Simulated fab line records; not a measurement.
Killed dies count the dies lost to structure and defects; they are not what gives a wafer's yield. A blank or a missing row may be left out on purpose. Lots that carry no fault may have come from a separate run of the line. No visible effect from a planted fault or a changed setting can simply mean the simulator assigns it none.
fab line records + flow nand_harc
record:
- lots: 24
- wafers: 72
- last_day: 34
route steps=1302 shown A_CONTACT@1014
lots untouched by any fault: they come from a run of this same line in which no faults occurred
start_h: hours from the record's opening day to when the first of the lot's shown wafers began + wait_h: how many hours have passed since the lot's step before this one + " identical to the entry in the row above + L1.1+2: several wafers, shown together as one row + - either no value or no given start + * or withheld: withheld + < > ~ a bound
route shown NAME@n: names a module that has steps shown in the file, with the first one's number in the route + usual: mean/standard deviation taken from wafers without a fault + same: alike in all rows + chamber/n: place in a boat + sites: each site's reading + _std_site: how widely they spread, as a standard deviation + _edge_site: mean of outer sites minus mean of inner sites + radius_mm: how far each site lies from the wafer's centre + mask NAME#n: copy n + behind: tool/chamber where the wafer was last shaped + hold: why the lot went on hold/how many hours it stayed there/how the hold came to an end + device: transistor that didn't switch, given as n, p or np + end of line: at the end of the route, the tests of the same wafers + for a step that has no rows: nothing shown but its recipe + killed: dies lost to structure and defects at the first sort, not the wafer's yield + map: a wafer's dies, marking killed ones x, the rest . and places with no die _
set.NAME: the setting as run; set.NAME@STEP: as run at that earlier step + model.NAME: the simulator's own value behind a step, which no gauge read
route steps across a sampled set of lots; one table per step, one row per wafer
services: from which hour (start_h, from the record's first day; less than 0 if before it) a tool's chamber was out of use, for how many hours, and why
== steps ==
step: NHARC_A_CONTACT_ETCH_120
recipe:
- source_w: withheld
- pressure_mtorr: 20
- bias_v: 3000
- time_s: 190
- target_depth_a: 18500
- ar_flow_sccm: withheld
- c4f8_flow_sccm: withheld
- o2_flow_sccm: withheld
- chemistry: C4F8/O2/Ar
| lot.wafer | tool            | chamber | start_h | wait_h | rf_hours_counter_h |
|-----------|-----------------|---------|---------|--------|--------------------|
| L074.4    | har_cap_etch-03 | 0       | 490.86  | 0.1    | -                  |
| L074.5    | "               | 1       | "       | "      | -                  |
| L074.6    | "               | 0       | "       | "      | -                  |
| L076.2    | har_cap_etch-03 | 0       | 506.35  | 0.1    | 45                 |
| L076.1    | "               | 1       | "       | "      | 45                 |
| L076.5    | "               | 1       | "       | "      | -                  |
| L075.1    | har_cap_etch-02 | 1       | 506.75  | 0.1    | 85                 |
| L075.6    | "               | 1       | "       | "      | -                  |
| L075.5    | "               | 0       | "       | "      | -                  |
| L078.1    | har_cap_etch-03 | 1       | 515.46  | 0.1    | 49                 |
| L078.3    | "               | 1       | "       | "      | -                  |
| L078.6    | "               | 1       | "       | "      | -                  |
| L077.1    | har_cap_etch-03 | 1       | 522.66  | 0.1    | 51                 |
| L077.4    | "               | 0       | "       | "      | -                  |
| L077.6    | "               | 1       | "       | "      | -                  |
| L079.1    | har_cap_etch-01 | 0       | 523.30  | 0.2    | 3                  |
| L079.3    | "               | 1       | "       | "      | -                  |
| L079.5    | "               | 0       | "       | "      | -                  |
| L081.1    | har_cap_etch-01 | 0       | 540.05  | 0.1    | 7                  |
| L081.3    | "               | 1       | "       | "      | -                  |
| L081.5    | "               | 1       | "       | "      | -                  |
| L080.2    | har_cap_etch-03 | 0       | 544.19  | 0.2    | 57                 |
| L080.3    | "               | 1       | "       | "      | -                  |
| L080.6    | "               | 1       | "       | "      | -                  |
| L083.2    | har_cap_etch-01 | 1       | 568.58  | 0.1    | 13                 |
| L083.1    | "               | 0       | "       | "      | 13                 |
| L083.4    | "               | 1       | "       | "      | -                  |
| L082.2    | har_cap_etch-03 | 1       | 573.38  | 0.1    | 60                 |
| L082.4    | "               | 0       | "       | "      | -                  |
| L082.5    | "               | 1       | "       | "      | -                  |
| L085.3    | har_cap_etch-02 | 1       | 589.78  | 0.1    | -                  |
| L085.5    | "               | 1       | "       | "      | -                  |
| L085.6    | "               | 0       | "       | "      | -                  |
| L084.2    | har_cap_etch-01 | 1       | 590.93  | 0.1    | 17                 |
| L084.6    | "               | 1       | "       | "      | -                  |
| L084.5    | "               | 0       | "       | "      | -                  |
| L087.1    | har_cap_etch-01 | 1       | 613.98  | 0.1    | 21                 |
| L087.6    | "               | 1       | "       | "      | -                  |
| L087.5    | "               | 0       | "       | "      | -                  |
| L086.2    | har_cap_etch-02 | 1       | 616.14  | 0.1    | 106                |
| L086.6    | "               | 0       | "       | "      | -                  |
| L086.5    | "               | 1       | "       | "      | -                  |
| L088.3    | har_cap_etch-02 | 1       | 636.35  | 0.1    | -                  |
| L088.6    | "               | 1       | "       | "      | -                  |
| L088.5    | "               | 0       | "       | "      | -                  |
| L091.1    | har_cap_etch-02 | 0       | 642.16  | 0.1    | 111                |
| L091.3    | "               | 0       | "       | "      | -                  |
| L091.5    | "               | 1       | "       | "      | -                  |
| L090.2    | har_cap_etch-01 | 0       | 644.22  | 0.1    | 26                 |
| L090.1    | "               | 1       | "       | "      | 26                 |
| L090.6    | "               | 1       | "       | "      | -                  |
| L089.1    | har_cap_etch-03 | 1       | 644.78  | 0.1    | 70                 |
| L089.3    | "               | 0       | "       | "      | -                  |
| L089.5    | "               | 0       | "       | "      | -                  |
| L092.2    | har_cap_etch-02 | 1       | 665.96  | 0.2    | 116                |
| L092.4    | "               | 0       | "       | "      | -                  |
| L092.3    | "               | 1       | "       | "      | -                  |
| L093.2    | har_cap_etch-02 | 1       | 690.80  | 0.1    | 119                |
| L093.5    | "               | 0       | "       | "      | -                  |
| L093.6    | "               | 1       | "       | "      | -                  |
| L095.1    | har_cap_etch-01 | 1       | 691.04  | 0.1    | 35                 |
| L095.3    | "               | 1       | "       | "      | -                  |
| L095.6    | "               | 0       | "       | "      | -                  |
| L094.2    | har_cap_etch-03 | 1       | 694.00  | 0.1    | 78                 |
| L094.4    | "               | 1       | "       | "      | -                  |
| L094.5    | "               | 1       | "       | "      | -                  |
| L096.1    | har_cap_etch-03 | 0       | 710.04  | 0.1    | 82                 |
| L096.2    | "               | 1       | "       | "      | 82                 |
| L096.3    | "               | 1       | "       | "      | -                  |
| L097.1    | har_cap_etch-02 | 0       | 733.94  | 0.1    | 125                |
| L097.2    | "               | 1       | "       | "      | 125                |
| L097.3    | "               | 0       | "       | "      | -                  |
step: NHARC_A_CONTACT_ETCH_123
recipe:
- source_w: withheld
- pressure_mtorr: 20
- bias_v: 400
- time_s: 490
- target_depth_a: 21100
- ar_flow_sccm: withheld
- c4f8_flow_sccm: 11.5
- o2_flow_sccm: 7.2
- chemistry: C4F8/O2/Ar
| lot.wafer | tool            | chamber | start_h | wait_h | rf_hours_counter_h |
|-----------|-----------------|---------|---------|--------|--------------------|
| L074.4    | har_cap_etch-03 | 0       | 491.55  | 0.3    | -                  |
| L074.5    | "               | 1       | "       | "      | -                  |
| L074.6    | "               | 0       | "       | "      | -                  |
| L076.2    | har_cap_etch-03 | 0       | 506.86  | 0.1    | 46                 |
| L076.1    | "               | 1       | "       | "      | 46                 |
| L076.5    | "               | 1       | "       | "      | -                  |
| L075.1    | har_cap_etch-02 | 1       | 507.26  | 0.1    | 85                 |
| L075.6    | "               | 1       | "       | "      | -                  |
| L075.5    | "               | 0       | "       | "      | -                  |
| L078.1    | har_cap_etch-03 | 1       | 516.03  | 0.2    | 49                 |
| L078.3    | "               | 1       | "       | "      | -                  |
| L078.6    | "               | 1       | "       | "      | -                  |
| L077.1    | har_cap_etch-03 | 1       | 523.22  | 0.2    | 51                 |
| L077.4    | "               | 0       | "       | "      | -                  |
| L077.6    | "               | 1       | "       | "      | -                  |
| L079.1    | har_cap_etch-01 | 0       | 523.98  | 0.2    | 4                  |
| L079.3    | "               | 1       | "       | "      | -                  |
| L079.5    | "               | 0       | "       | "      | -                  |
| L081.1    | har_cap_etch-01 | 0       | 540.62  | 0.2    | 8                  |
| L081.3    | "               | 1       | "       | "      | -                  |
| L081.5    | "               | 1       | "       | "      | -                  |
| L080.2    | har_cap_etch-03 | 0       | 544.96  | 0.3    | 57                 |
| L080.3    | "               | 1       | "       | "      | -                  |
| L080.6    | "               | 1       | "       | "      | -                  |
| L083.2    | har_cap_etch-01 | 1       | 569.10  | 0.1    | 13                 |
| L083.1    | "               | 0       | "       | "      | 13                 |
| L083.4    | "               | 1       | "       | "      | -                  |
| L082.2    | har_cap_etch-03 | 1       | 573.95  | 0.2    | 61                 |
| L082.4    | "               | 0       | "       | "      | -                  |
| L082.5    | "               | 1       | "       | "      | -                  |
| L085.3    | har_cap_etch-02 | 1       | 590.41  | 0.3    | -                  |
| L085.5    | "               | 1       | "       | "      | -                  |
| L085.6    | "               | 0       | "       | "      | -                  |
| L084.2    | har_cap_etch-01 | 1       | 591.44  | 0.1    | 17                 |
| L084.6    | "               | 1       | "       | "      | -                  |
| L084.5    | "               | 0       | "       | "      | -                  |
| L087.1    | har_cap_etch-01 | 1       | 614.49  | 0.1    | 21                 |
| L087.6    | "               | 1       | "       | "      | -                  |
| L087.5    | "               | 0       | "       | "      | -                  |
| L086.2    | har_cap_etch-02 | 1       | 616.71  | 0.2    | 107                |
| L086.6    | "               | 0       | "       | "      | -                  |
| L086.5    | "               | 1       | "       | "      | -                  |
| L088.3    | har_cap_etch-02 | 1       | 636.97  | 0.3    | -                  |
| L088.6    | "               | 1       | "       | "      | -                  |
| L088.5    | "               | 0       | "       | "      | -                  |
| L091.1    | har_cap_etch-02 | 0       | 642.67  | 0.1    | 111                |
| L091.3    | "               | 0       | "       | "      | -                  |
| L091.5    | "               | 1       | "       | "      | -                  |
| L090.2    | har_cap_etch-01 | 0       | 644.73  | 0.1    | 27                 |
| L090.1    | "               | 1       | "       | "      | 27                 |
| L090.6    | "               | 1       | "       | "      | -                  |
| L089.1    | har_cap_etch-03 | 1       | 645.29  | 0.1    | 70                 |
| L089.3    | "               | 0       | "       | "      | -                  |
| L089.5    | "               | 0       | "       | "      | -                  |
| L092.2    | har_cap_etch-02 | 1       | 666.72  | 0.3    | 117                |
| L092.4    | "               | 0       | "       | "      | -                  |
| L092.3    | "               | 1       | "       | "      | -                  |
| L093.2    | har_cap_etch-02 | 1       | 691.37  | 0.2    | 119                |
| L093.5    | "               | 0       | "       | "      | -                  |
| L093.6    | "               | 1       | "       | "      | -                  |
| L095.1    | har_cap_etch-01 | 1       | 691.61  | 0.2    | 35                 |
| L095.3    | "               | 1       | "       | "      | -                  |
| L095.6    | "               | 0       | "       | "      | -                  |
| L094.2    | har_cap_etch-03 | 1       | 694.51  | 0.1    | 78                 |
| L094.4    | "               | 1       | "       | "      | -                  |
| L094.5    | "               | 1       | "       | "      | -                  |
| L096.1    | har_cap_etch-03 | 0       | 710.56  | 0.1    | 82                 |
| L096.2    | "               | 1       | "       | "      | 82                 |
| L096.3    | "               | 1       | "       | "      | -                  |
| L097.1    | har_cap_etch-02 | 0       | 734.45  | 0.1    | 126                |
| L097.2    | "               | 1       | "       | "      | 126                |
| L097.3    | "               | 0       | "       | "      | -                  |
step: NHARC_A_CONTACT_CD_MEAS_53
usual:
- cd_nm: 289.7/0.77
| lot.wafer | tool      | chamber | start_h | wait_h | cd_nm |
|-----------|-----------|---------|---------|--------|-------|
| L074.4    | cd_sem-01 | -       | 492.49  | -      | 290.2 |
| L074.5    | "         | -       | "       | "      | 290.4 |
| L074.6    | "         | -       | "       | "      | 289.5 |
| L076.1    | cd_sem-03 | -       | 508.06  | -      | 289.1 |
| L076.2    | "         | -       | "       | "      | 289.7 |
| L076.5    | "         | -       | "       | "      | 289.5 |
| L075.1    | cd_sem-02 | -       | 508.49  | -      | 288.3 |
| L075.5    | "         | -       | "       | "      | 288.0 |
| L075.6    | "         | -       | "       | "      | 288.6 |
| L078.1    | cd_sem-02 | -       | 517.15  | -      | 290.5 |
| L078.3    | "         | -       | "       | "      | 291.0 |
| L078.6    | "         | -       | "       | "      | 290.2 |
| L077.1    | cd_sem-02 | -       | 524.33  | -      | 290.4 |
| L077.4    | "         | -       | "       | "      | 291.5 |
| L077.6    | "         | -       | "       | "      | 290.3 |
| L079.1    | cd_sem-01 | -       | 525.36  | -      | 289.7 |
| L079.3    | "         | -       | "       | "      | 290.2 |
| L079.5    | "         | -       | "       | "      | 290.4 |
| L081.1    | cd_sem-03 | -       | 541.88  | -      | 289.2 |
| L081.3    | "         | -       | "       | "      | 289.2 |
| L081.5    | "         | -       | "       | "      | 288.8 |
| L080.2    | cd_sem-03 | -       | 546.21  | -      | 288.2 |
| L080.3    | "         | -       | "       | "      | 289.0 |
| L080.6    | "         | -       | "       | "      | 288.8 |
| L083.1    | cd_sem-01 | -       | 570.28  | -      | 290.7 |
| L083.2    | "         | -       | "       | "      | 290.0 |
| L083.4    | "         | -       | "       | "      | 291.1 |
| L082.2    | cd_sem-01 | -       | 575.06  | -      | 288.4 |
| L082.4    | "         | -       | "       | "      | 289.2 |
| L082.5    | "         | -       | "       | "      | 289.6 |
| L085.3    | cd_sem-02 | -       | 591.44  | -      | 288.8 |
| L085.5    | "         | -       | "       | "      | 289.1 |
| L085.6    | "         | -       | "       | "      | 288.9 |
| L084.2    | cd_sem-01 | -       | 592.68  | -      | 290.7 |
| L084.5    | "         | -       | "       | "      | 290.9 |
| L084.6    | "         | -       | "       | "      | 290.4 |
| L087.1    | cd_sem-02 | -       | 615.72  | -      | 289.7 |
| L087.5    | "         | -       | "       | "      | 289.7 |
| L087.6    | "         | -       | "       | "      | 290.3 |
| L086.2    | cd_sem-03 | -       | 617.82  | -      | 289.4 |
| L086.5    | "         | -       | "       | "      | 289.1 |
| L086.6    | "         | -       | "       | "      | 289.7 |
| L088.3    | cd_sem-01 | -       | 638.00  | -      | 289.6 |
| L088.5    | "         | -       | "       | "      | 290.2 |
| L088.6    | "         | -       | "       | "      | 290.7 |
| L091.1    | cd_sem-02 | -       | 643.87  | -      | 289.7 |
| L091.3    | "         | -       | "       | "      | 290.1 |
| L091.5    | "         | -       | "       | "      | 289.6 |
| L090.1    | cd_sem-02 | -       | 645.92  | -      | 289.7 |
| L090.2    | "         | -       | "       | "      | 288.8 |
| L090.6    | "         | -       | "       | "      | 288.7 |
| L089.1    | cd_sem-03 | -       | 646.48  | -      | 290.8 |
| L089.3    | "         | -       | "       | "      | 290.7 |
| L089.5    | "         | -       | "       | "      | 290.4 |
| L092.2    | cd_sem-01 | -       | 667.98  | -      | 289.5 |
| L092.3    | "         | -       | "       | "      | 289.9 |
| L092.4    | "         | -       | "       | "      | 289.4 |
| L093.2    | cd_sem-03 | -       | 692.47  | -      | 290.3 |
| L093.5    | "         | -       | "       | "      | 288.9 |
| L093.6    | "         | -       | "       | "      | 289.6 |
| L095.1    | cd_sem-01 | -       | 692.73  | -      | 290.4 |
| L095.3    | "         | -       | "       | "      | 290.2 |
| L095.6    | "         | -       | "       | "      | 290.3 |
| L094.2    | cd_sem-03 | -       | 695.70  | -      | 289.2 |
| L094.4    | "         | -       | "       | "      | 288.6 |
| L094.5    | "         | -       | "       | "      | 289.0 |
| L096.1    | cd_sem-01 | -       | 711.74  | -      | 288.5 |
| L096.2    | "         | -       | "       | "      | 288.8 |
| L096.3    | "         | -       | "       | "      | 289.4 |
| L097.1    | cd_sem-01 | -       | 735.65  | -      | 289.0 |
| L097.2    | "         | -       | "       | "      | 289.7 |
| L097.3    | "         | -       | "       | "      | 289.2 |
step: NHARC_A_CONTACT_INSPECT_71
usual:
- raw_defect_count: 88/35
| lot.wafer | tool              | chamber | start_h | wait_h | raw_defect_count |
|-----------|-------------------|---------|---------|--------|------------------|
| L074.4    | defect_inspect-01 | -       | 501.10  | 0.0    | 158              |
| L074.5    | "                 | -       | "       | "      | 149              |
| L074.6    | "                 | -       | "       | "      | 151              |
| L076.1    | defect_inspect-02 | -       | 513.18  | 0.0    | 109              |
| L076.2    | "                 | -       | "       | "      | 119              |
| L076.5    | "                 | -       | "       | "      | 108              |
| L075.1    | defect_inspect-01 | -       | 513.50  | 0.0    | 96               |
| L075.5    | "                 | -       | "       | "      | 87               |
| L075.6    | "                 | -       | "       | "      | 95               |
| L078.1    | defect_inspect-02 | -       | 522.37  | 0.0    | 116              |
| L078.3    | "                 | -       | "       | "      | 110              |
| L078.6    | "                 | -       | "       | "      | 132              |
| L077.1    | defect_inspect-01 | -       | 531.74  | 0.0    | 20               |
| L077.4    | "                 | -       | "       | "      | 12               |
| L077.6    | "                 | -       | "       | "      | 26               |
| L079.1    | defect_inspect-01 | -       | 532.16  | 0.0    | 97               |
| L079.3    | "                 | -       | "       | "      | 110              |
| L079.5    | "                 | -       | "       | "      | 101              |
| L081.1    | defect_inspect-01 | -       | 547.02  | 0.0    | 84               |
| L081.3    | "                 | -       | "       | "      | 90               |
| L081.5    | "                 | -       | "       | "      | 84               |
| L080.2    | defect_inspect-01 | -       | 552.70  | 0.0    | 64               |
| L080.3    | "                 | -       | "       | "      | 72               |
| L080.6    | "                 | -       | "       | "      | 67               |
| L083.1    | defect_inspect-01 | -       | 575.75  | 0.0    | 75               |
| L083.2    | "                 | -       | "       | "      | 88               |
| L083.4    | "                 | -       | "       | "      | 73               |
| L082.2    | defect_inspect-01 | -       | 580.16  | 0.0    | 120              |
| L082.4    | "                 | -       | "       | "      | 77               |
| L082.5    | "                 | -       | "       | "      | 107              |
| L085.3    | defect_inspect-02 | -       | 597.42  | 0.0    | 143              |
| L085.5    | "                 | -       | "       | "      | 129              |
| L085.6    | "                 | -       | "       | "      | 120              |
| L084.2    | defect_inspect-02 | -       | 597.77  | 0.0    | 16               |
| L084.5    | "                 | -       | "       | "      | 10               |
| L084.6    | "                 | -       | "       | "      | 15               |
| L087.1    | defect_inspect-02 | -       | 626.82  | 0.0    | 43               |
| L087.5    | "                 | -       | "       | "      | 35               |
| L087.6    | "                 | -       | "       | "      | 41               |
| L086.2    | defect_inspect-02 | -       | 628.60  | 0.0    | 77               |
| L086.5    | "                 | -       | "       | "      | 83               |
| L086.6    | "                 | -       | "       | "      | 61               |
| L088.3    | defect_inspect-01 | -       | 645.59  | 0.0    | 94               |
| L088.5    | "                 | -       | "       | "      | 105              |
| L088.6    | "                 | -       | "       | "      | 109              |
| L091.1    | defect_inspect-01 | -       | 650.01  | 0.0    | 30               |
| L091.3    | "                 | -       | "       | "      | 33               |
| L091.5    | "                 | -       | "       | "      | 29               |
| L090.1    | defect_inspect-02 | -       | 651.33  | 0.0    | 126              |
| L090.2    | "                 | -       | "       | "      | 145              |
| L090.6    | "                 | -       | "       | "      | 145              |
| L089.1    | defect_inspect-02 | -       | 653.12  | 0.0    | 73               |
| L089.3    | "                 | -       | "       | "      | 88               |
| L089.5    | "                 | -       | "       | "      | 72               |
| L092.2    | defect_inspect-01 | -       | 672.99  | 0.0    | 92               |
| L092.3    | "                 | -       | "       | "      | 132              |
| L092.4    | "                 | -       | "       | "      | 124              |
| L093.2    | defect_inspect-02 | -       | 698.17  | 0.0    | 72               |
| L093.5    | "                 | -       | "       | "      | 72               |
| L093.6    | "                 | -       | "       | "      | 66               |
| L095.1    | defect_inspect-01 | -       | 699.19  | 0.0    | 99               |
| L095.3    | "                 | -       | "       | "      | 86               |
| L095.6    | "                 | -       | "       | "      | 89               |
| L094.2    | defect_inspect-02 | -       | 704.35  | 0.0    | 114              |
| L094.4    | "                 | -       | "       | "      | 134              |
| L094.5    | "                 | -       | "       | "      | 112              |
| L096.1    | defect_inspect-02 | -       | 716.74  | 0.0    | 104              |
| L096.2    | "                 | -       | "       | "      | 90               |
| L096.3    | "                 | -       | "       | "      | 112              |
| L097.1    | defect_inspect-02 | -       | 746.78  | 0.0    | 95               |
| L097.2    | "                 | -       | "       | "      | 87               |
| L097.3    | "                 | -       | "       | "      | 90               |
step: NHARC_A_CONTACT_ETCH_128
recipe:
- source_w: withheld
- pressure_mtorr: 20
- bias_v: 3000
- time_s: 197
- target_depth_a: 19180
- ar_flow_sccm: withheld
- c4f8_flow_sccm: withheld
- o2_flow_sccm: withheld
- chemistry: C4F8/O2/Ar
| lot.wafer | tool            | chamber | start_h | wait_h | rf_hours_counter_h |
|-----------|-----------------|---------|---------|--------|--------------------|
| L074.4    | har_cap_etch-02 | 1       | 503.51  | 0.1    | -                  |
| L074.6    | "               | 0       | "       | "      | -                  |
| L074.5    | "               | 1       | "       | "      | -                  |
| L076.1    | har_cap_etch-01 | 0       | 515.53  | 0.1    | 1                  |
| L076.2    | "               | 1       | "       | "      | 1                  |
| L076.5    | "               | 0       | "       | "      | -                  |
| L075.1    | har_cap_etch-02 | 0       | 516.33  | 0.1    | 88                 |
| L075.6    | "               | 1       | "       | "      | -                  |
| L075.5    | "               | 0       | "       | "      | -                  |
| L078.1    | har_cap_etch-03 | 1       | 524.73  | 0.1    | 52                 |
| L078.3    | "               | 0       | "       | "      | -                  |
| L078.6    | "               | 0       | "       | "      | -                  |
| L077.1    | har_cap_etch-01 | 1       | 534.31  | 0.1    | 5                  |
| L077.4    | "               | 0       | "       | "      | -                  |
| L077.6    | "               | 0       | "       | "      | -                  |
| L079.1    | har_cap_etch-03 | 1       | 534.95  | 0.1    | 54                 |
| L079.3    | "               | 0       | "       | "      | -                  |
| L079.5    | "               | 1       | "       | "      | -                  |
| L081.1    | har_cap_etch-02 | 0       | 549.78  | 0.6    | 95                 |
| L081.3    | "               | 0       | "       | "      | -                  |
| L081.5    | "               | 1       | "       | "      | -                  |
| L080.2    | har_cap_etch-01 | 1       | 555.07  | 0.1    | 10                 |
| L080.3    | "               | 1       | "       | "      | -                  |
| L080.6    | "               | 0       | "       | "      | -                  |
| L083.1    | har_cap_etch-02 | 1       | 578.10  | 0.1    | 98                 |
| L083.2    | "               | 0       | "       | "      | 98                 |
| L083.4    | "               | 1       | "       | "      | -                  |
| L082.2    | har_cap_etch-01 | 0       | 582.52  | 0.1    | 14                 |
| L082.4    | "               | 0       | "       | "      | -                  |
| L082.5    | "               | 0       | "       | "      | -                  |
| L085.3    | har_cap_etch-02 | 0       | 599.85  | 0.1    | -                  |
| L085.6    | "               | 1       | "       | "      | -                  |
| L085.5    | "               | 0       | "       | "      | -                  |
| L084.2    | har_cap_etch-01 | 1       | 600.12  | 0.1    | 18                 |
| L084.6    | "               | 0       | "       | "      | -                  |
| L084.5    | "               | 1       | "       | "      | -                  |
| L087.1    | har_cap_etch-03 | 0       | 629.43  | 0.2    | 66                 |
| L087.5    | "               | 0       | "       | "      | -                  |
| L087.6    | "               | 1       | "       | "      | -                  |
| L086.2    | har_cap_etch-01 | 1       | 630.99  | 0.1    | 22                 |
| L086.6    | "               | 0       | "       | "      | -                  |
| L086.5    | "               | 1       | "       | "      | -                  |
| L088.3    | har_cap_etch-02 | 0       | 648.03  | 0.1    | -                  |
| L088.5    | "               | 1       | "       | "      | -                  |
| L088.6    | "               | 0       | "       | "      | -                  |
| L091.1    | har_cap_etch-01 | 0       | 652.69  | 0.1    | 28                 |
| L091.3    | "               | 1       | "       | "      | -                  |
| L091.5    | "               | 0       | "       | "      | -                  |
| L090.2    | har_cap_etch-03 | 1       | 653.78  | 0.1    | 71                 |
| L090.1    | "               | 0       | "       | "      | 71                 |
| L090.6    | "               | 1       | "       | "      | -                  |
| L089.1    | har_cap_etch-02 | 0       | 655.78  | 0.1    | 114                |
| L089.3    | "               | 0       | "       | "      | -                  |
| L089.5    | "               | 0       | "       | "      | -                  |
| L092.2    | har_cap_etch-01 | 0       | 675.32  | 0.1    | 32                 |
| L092.3    | "               | 0       | "       | "      | -                  |
| L092.4    | "               | 1       | "       | "      | -                  |
| L093.2    | har_cap_etch-02 | 0       | 700.78  | 0.2    | 120                |
| L093.5    | "               | 1       | "       | "      | -                  |
| L093.6    | "               | 0       | "       | "      | -                  |
| L095.1    | har_cap_etch-01 | 1       | 701.53  | 0.1    | 36                 |
| L095.3    | "               | 1       | "       | "      | -                  |
| L095.6    | "               | 0       | "       | "      | -                  |
| L094.2    | har_cap_etch-03 | 0       | 706.68  | 0.1    | 79                 |
| L094.4    | "               | 0       | "       | "      | -                  |
| L094.5    | "               | 1       | "       | "      | -                  |
| L096.2    | har_cap_etch-01 | 0       | 719.43  | 0.1    | 39                 |
| L096.1    | "               | 1       | "       | "      | 39                 |
| L096.3    | "               | 0       | "       | "      | -                  |
| L097.2    | har_cap_etch-02 | 0       | 749.13  | 0.1    | 127                |
| L097.1    | "               | 1       | "       | "      | 127                |
| L097.3    | "               | 0       | "       | "      | -                  |
step: NHARC_A_CONTACT_ETCH_133
recipe:
- source_w: withheld
- pressure_mtorr: 20
- bias_v: 400
- time_s: 374
- target_depth_a: 16100
- ar_flow_sccm: withheld
- c4f8_flow_sccm: 11.5
- o2_flow_sccm: 7.2
- chemistry: C4F8/O2/Ar
| lot.wafer | tool            | chamber | start_h | wait_h | rf_hours_counter_h |
|-----------|-----------------|---------|---------|--------|--------------------|
| L074.4    | har_cap_etch-02 | 1       | 504.52  | 0.3    | -                  |
| L074.6    | "               | 0       | "       | "      | -                  |
| L074.5    | "               | 1       | "       | "      | -                  |
| L076.1    | har_cap_etch-01 | 0       | 516.41  | 0.1    | 1                  |
| L076.2    | "               | 1       | "       | "      | 1                  |
| L076.5    | "               | 0       | "       | "      | -                  |
| L075.1    | har_cap_etch-02 | 0       | 517.25  | 0.2    | 89                 |
| L075.6    | "               | 1       | "       | "      | -                  |
| L075.5    | "               | 0       | "       | "      | -                  |
| L078.1    | har_cap_etch-03 | 1       | 525.66  | 0.2    | 53                 |
| L078.3    | "               | 0       | "       | "      | -                  |
| L078.6    | "               | 0       | "       | "      | -                  |
| L077.1    | har_cap_etch-01 | 1       | 535.23  | 0.2    | 6                  |
| L077.4    | "               | 0       | "       | "      | -                  |
| L077.6    | "               | 0       | "       | "      | -                  |
| L079.1    | har_cap_etch-03 | 1       | 535.83  | 0.1    | 55                 |
| L079.3    | "               | 0       | "       | "      | -                  |
| L079.5    | "               | 1       | "       | "      | -                  |
| L081.1    | har_cap_etch-02 | 0       | 550.66  | 0.1    | 96                 |
| L081.3    | "               | 0       | "       | "      | -                  |
| L081.5    | "               | 1       | "       | "      | -                  |
| L080.2    | har_cap_etch-01 | 1       | 555.95  | 0.1    | 11                 |
| L080.3    | "               | 1       | "       | "      | -                  |
| L080.6    | "               | 0       | "       | "      | -                  |
| L083.1    | har_cap_etch-02 | 1       | 578.98  | 0.1    | 99                 |
| L083.2    | "               | 0       | "       | "      | 99                 |
| L083.4    | "               | 1       | "       | "      | -                  |
| L082.2    | har_cap_etch-01 | 0       | 583.44  | 0.2    | 15                 |
| L082.4    | "               | 0       | "       | "      | -                  |
| L082.5    | "               | 0       | "       | "      | -                  |
| L085.3    | har_cap_etch-02 | 0       | 600.87  | 0.3    | -                  |
| L085.6    | "               | 1       | "       | "      | -                  |
| L085.5    | "               | 0       | "       | "      | -                  |
| L084.2    | har_cap_etch-01 | 1       | 601.04  | 0.2    | 19                 |
| L084.6    | "               | 0       | "       | "      | -                  |
| L084.5    | "               | 1       | "       | "      | -                  |
| L087.1    | har_cap_etch-03 | 0       | 630.62  | 0.2    | 67                 |
| L087.5    | "               | 0       | "       | "      | -                  |
| L087.6    | "               | 1       | "       | "      | -                  |
| L086.2    | har_cap_etch-01 | 1       | 631.91  | 0.2    | 23                 |
| L086.6    | "               | 0       | "       | "      | -                  |
| L086.5    | "               | 1       | "       | "      | -                  |
| L088.3    | har_cap_etch-02 | 0       | 649.04  | 0.3    | -                  |
| L088.5    | "               | 1       | "       | "      | -                  |
| L088.6    | "               | 0       | "       | "      | -                  |
| L091.1    | har_cap_etch-01 | 0       | 653.62  | 0.2    | 29                 |
| L091.3    | "               | 1       | "       | "      | -                  |
| L091.5    | "               | 0       | "       | "      | -                  |
| L090.2    | har_cap_etch-03 | 1       | 654.66  | 0.1    | 72                 |
| L090.1    | "               | 0       | "       | "      | 72                 |
| L090.6    | "               | 1       | "       | "      | -                  |
| L089.1    | har_cap_etch-02 | 0       | 656.70  | 0.2    | 115                |
| L089.3    | "               | 0       | "       | "      | -                  |
| L089.5    | "               | 0       | "       | "      | -                  |
| L092.2    | har_cap_etch-01 | 0       | 676.20  | 0.1    | 33                 |
| L092.3    | "               | 0       | "       | "      | -                  |
| L092.4    | "               | 1       | "       | "      | -                  |
| L093.2    | har_cap_etch-02 | 0       | 702.02  | 0.3    | 121                |
| L093.5    | "               | 1       | "       | "      | -                  |
| L093.6    | "               | 0       | "       | "      | -                  |
| L095.1    | har_cap_etch-01 | 1       | 702.42  | 0.1    | 37                 |
| L095.3    | "               | 1       | "       | "      | -                  |
| L095.6    | "               | 0       | "       | "      | -                  |
| L094.2    | har_cap_etch-03 | 0       | 707.56  | 0.1    | 80                 |
| L094.4    | "               | 0       | "       | "      | -                  |
| L094.5    | "               | 1       | "       | "      | -                  |
| L096.2    | har_cap_etch-01 | 0       | 720.31  | 0.1    | 40                 |
| L096.1    | "               | 1       | "       | "      | 40                 |
| L096.3    | "               | 0       | "       | "      | -                  |
| L097.2    | har_cap_etch-02 | 0       | 750.01  | 0.1    | 128                |
| L097.1    | "               | 1       | "       | "      | 128                |
| L097.3    | "               | 0       | "       | "      | -                  |
== services ==
| tool            | chamber | start_h | hours | kind                          |
|-----------------|---------|---------|-------|-------------------------------|
| har_cap_etch-01 | -       | 497.01  | 17.0  | pm                            |
| har_cap_etch-01 | 0       | 497.01  | 17.0  | vent_cycle                    |
| har_cap_etch-01 | 1       | 497.01  | 17.0  | vent_cycle                    |
| har_cap_etch-01 | 0       | 514.01  | -     | clean                         |
| har_cap_etch-01 | 1       | 514.01  | -     | clean                         |
| har_cap_etch-01 | 1       | 514.01  | -     | consumable_replace:focus_ring |
| har_cap_etch-01 | -       | 532.44  | 0.2   | repair                        |
== key ==
fault none
